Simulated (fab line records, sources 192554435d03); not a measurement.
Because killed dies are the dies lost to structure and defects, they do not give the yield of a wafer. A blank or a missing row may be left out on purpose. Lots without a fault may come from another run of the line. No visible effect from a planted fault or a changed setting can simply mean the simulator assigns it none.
Chamber matching + flow n5 finfet + ald sin-01 running N5_DUMMY_GATE_ALD_02: 4 sister chambers
The step deposits SiO2, target thk 2 nm, pulse time 1 s. 8 wafers are shown with their chamber, then 7 later ones without.

## WAFERS PAIRED WITH THEIR CHAMBERS
| wafer  | chamber | heater power w (W) | heater power outer w (W) |
|--------|---------|--------------------|--------------------------|
| L074.2 | 1       | 420                | 238                      |
| L079.1 | 2       | 560                | 295                      |
| L079.5 | 3       | 522                | 289                      |
| L089.1 | 1       | 397                | 224                      |
| L089.2 | 2       | 546                | 293                      |
| L089.6 | 0       | 430                | 225                      |
| L093.2 | 0       | 453                | 218                      |
| L093.5 | 3       | 510                | 281                      |

## WAFERS MISSING THEIR CHAMBER
| wafer  | heater power w (W) | heater power outer w (W) |
|--------|--------------------|--------------------------|
| L093.6 | 433                | 222                      |
| L095.3 | 543                | 300                      |
| L095.5 | 434                | 219                      |
| L095.6 | 400                | 217                      |
| L096.3 | 555                | 292                      |
| L096.4 | 421                | 218                      |
| L096.5 | 527                | 296                      |

## WHICH CHAMBER EACH ONE RAN IN
| wafer  | from the rows above     | in truth |
|--------|-------------------------|----------|
| L093.6 | can't be placed: 0 or 1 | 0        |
| L095.3 | can't be placed: 2 or 3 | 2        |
| L095.5 | 0                       | 0        |
| L095.6 | can't be placed: 1 or 0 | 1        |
| L096.3 | 2                       | 2        |
| L096.4 | can't be placed: 0 or 1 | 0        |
| L096.5 | can't be placed: 3 or 2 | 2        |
Correctly placed: 2 of 7. Unplaceable from these rows: 5, with the true chamber sitting among the candidates in 5. Number placed wrongly: 0.
How it was worked out, from the rows above alone: a wafer's distance from a chamber is the root of the sum, over the readings, of the square of ((its reading less the chamber's mean) divided by the reading's scatter). The wafer belongs to the nearest chamber; if the next one is less than 2 further off, it can't be placed. The mean given for a chamber averages the wafers shown for that chamber. The scatter: take each reading less its chamber's mean, square it, sum over the shown wafers, divide by the number of wafers less the number of chambers, and take the root.
